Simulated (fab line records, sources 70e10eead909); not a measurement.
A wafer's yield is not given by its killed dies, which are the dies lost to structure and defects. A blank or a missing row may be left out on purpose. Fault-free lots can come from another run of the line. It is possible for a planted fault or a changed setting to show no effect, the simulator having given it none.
Code-filled problem report in 8D (eight disciplines) form / flow nand_harc / the parts of the form that need people (team, actions taken, sign-off) are left out

## 1. WHAT WENT WRONG
NHARC_END_SORT_01, killed_dies: mean 133 over 1 wafer from 1 lot; wafers with no fault: 33, standard deviation 11. That puts it +9.1 standard deviations away from the usual mean.
First seen on wafer L714.4, day 23 20:59, on prober-01. The record holds 3 wafers of 1 lot with a number at this step. By rule, "out" or "out of limits" means more than 4 standard deviations away from the usual mean. All remaining wafers that have a number are taken as sound.

## 2. WHAT IT IS, AND WHAT IT ISN'T
question=which readings at this step | is=killed_dies, killed_at_array | is not=killed_at_other, killed_at_periphery, killed_open, killed_short
question=which lots | is=L714 | is not=-
question=which wafers of those lots | is=L714.4 | is not=L714.2, L714.5
question=read on which gauges | is=prober-01 | is not=-
question=when | is=from day 23 20:59 | is not=up to then (1 sound wafer); but 1 sound wafer of L714 came after

## 3. SUSPECTS, AND WHAT RULES EACH OUT
Counting: a tool at a process step up to the reading stays a suspect if it ran every lot that is out. Sound lots after the first of them don't rule it out here, since some wafers of a struck lot are sound.
- the gauge at NHARC_END_SORT_01: kept. All the wafers that are out were read on prober-01, and no step on other tools shows them out.
- rie_diel-08 at NHARC_A_SGD_CUT_ETCH_58 (etches the open film in CF4, target depth 39 nm, time 65 s): kept. It ran the lot that is out, L714 (day 17 23:29).
- pvd_sputter-03 at NHARC_A_M1_PRE_CLEAN_30 (time 30 s): kept. It ran the lot that is out, L714 (day 22 01:01). NHARC_A_M1_PRE_CLEAN_30 gives no start for some lots, so the hours and the order of its lots are those of NHARC_A_M1_DEP_33.
- pecvd-02 at NHARC_A_M1_DEP_33 (deposits SiCN, target thk 30 nm): kept. It ran the lot that is out, L714 (day 22 01:01).
- pvd_sputter-03 at NHARC_A_BONDPAD_PVD_17 (deposits TaN, target thk 5 nm, time 8.06 s): kept. It ran the lot that is out, L714 (day 23 19:23). NHARC_A_BONDPAD_PVD_17 gives no start for some lots, so the hours and the order of its lots are those of NHARC_END_SORT_01.
- In rie_diel-08 at NHARC_A_SGD_CUT_ETCH_58, the wafers that are out were processed in chamber 1 and their sound lot-mates in chambers 0, 3.
Left after counting: rie_diel-08 at NHARC_A_SGD_CUT_ETCH_58, pvd_sputter-03 at NHARC_A_M1_PRE_CLEAN_30, pecvd-02 at NHARC_A_M1_DEP_33, pvd_sputter-03 at NHARC_A_BONDPAD_PVD_17, prober-01 at NHARC_END_SORT_01.

## 4. THE CAUSE (what the simulator had put in)
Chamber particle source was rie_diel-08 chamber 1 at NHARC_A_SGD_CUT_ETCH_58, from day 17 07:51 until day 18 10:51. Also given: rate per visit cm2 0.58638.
Counting leaves 5 suspects; this tool is one of them.

## 5. THE EFFECT CHAIN, in route order
One row per reading whose mean, taken over the struck wafers that have a number, lies over 3 standard deviations from the usual. Only readings whose record carries a usual standard deviation are examined. hours: median over the lots of the time between each lot's start at the first step of this table that gives one and its start at this step. sigmas: the change, counted in usual standard deviations.
hours=0; step=NHARC_END_SORT_01; reading=killed_at_array; usual=29; on struck wafers=128; change=+99; sigmas=+9.0
hours=0; step=NHARC_END_SORT_01; reading=killed_dies; usual=33; on struck wafers=133; change=+100; sigmas=+9.1

## 6. HOW IT WOULD HAVE BEEN CAUGHT EARLIER
The first out-of-limits reading at a measuring or inspecting step in this record came at day 23 20:59, 157 hours after the fault's start at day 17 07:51.
Of the tool readings at NHARC_A_SGD_CUT_ETCH_58 for which the record gives a usual standard deviation, none was out on any struck wafer, so an alarm limit of 4 standard deviations on them would not have fired.
Each of the lots that are out, 1 in all, had begun NHARC_A_SGD_CUT_ETCH_58 on rie_diel-08 no later than day 23 20:59. A hold on the tool at that time would have spared none of them.
